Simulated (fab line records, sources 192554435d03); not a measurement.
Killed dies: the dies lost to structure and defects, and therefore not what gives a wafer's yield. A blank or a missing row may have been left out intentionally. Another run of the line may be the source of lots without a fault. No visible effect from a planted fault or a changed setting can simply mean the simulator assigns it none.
Chamber matching	flow n5 finfet	4 sister chambers for N5_BEOL_M4_ALD_98 on ald sin-03
The step deposits SiO2, target thk 2.5 nm, pulse time 1 s, co reactant pulse time 1 s. 22 wafers are shown with their chamber, then 11 later ones without.

## EACH WAFER AND ITS CHAMBER
wafer	chamber	heater power w (W)	precursor pulse height rel
L077.1	1	81	1.027
L077.2	2	77	1.008
L077.5	0	68	0.983
L082.1	0	68	1.005
L082.2	1	79	0.955
L082.3	3	73	1.009
L082.4	0	68	0.989
L082.5	1	80	1.012
L082.6	3	74	0.977
L081.1	0	67	1.050
L081.3	1	81	1.022
L081.6	0	68	1.012
L083.3	0	69	0.956
L083.4	1	81	1.030
L083.5	3	72	0.972
L084.1	3	73	1.014
L084.2	1	81	1.007
L084.4	0	68	0.997
L091.1	0	70	1.002
L091.4	3	70	1.002
L091.5	0	70	1.004
L092.1	1	81	0.995

SIGNATURES (means of the wafers above)
reading	chamber 0	chamber 1	chamber 2	chamber 3	scatter within a chamber
heater power w	68.44	80.57	77.00	72.40	1.08
precursor pulse height rel	0.99978	1.00686	1.00800	0.99480	0.0242
Rule: a wafer's distance from a chamber is the root of the sum, over the readings, of the square of ((its reading less the chamber's mean) divided by the reading's scatter). If the next closest chamber is less than 2 further off than the closest, the wafer can't be placed; otherwise it belongs to the closest. The scatter is the square root of a quotient: the sum, over the shown wafers, of each reading's squared deviation from its chamber's mean, divided by wafers minus chambers.

## WAFERS WHOSE CHAMBER IS MISSING
wafer	heater power w (W)	precursor pulse height rel
L092.2	70	0.990
L092.3	72	1.011
L092.4	80	0.994
L092.5	69	1.003
L092.6	73	1.006
L093.1	68	1.011
L093.3	77	1.001
L093.4	73	1.002
L095.2	74	1.010
L095.3	78	0.988
L095.5	78	0.992

## WHICH CHAMBER EACH ONE RAN IN
wafer	from the rows above	in truth
L092.2	can't be placed: 0 or 3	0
L092.3	3	3
L092.4	1	1
L092.5	0	0
L092.6	3	3
L093.1	0	0
L093.3	2	2
L093.4	3	3
L095.2	can't be placed: 3 or 2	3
L095.3	can't be placed: 2 or 1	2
L095.5	can't be placed: 2 or 1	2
Placed correctly: 7 of 11. From these rows, 4 cannot be placed; in 4 the true chamber is one of the candidates. Number placed wrongly: 0.
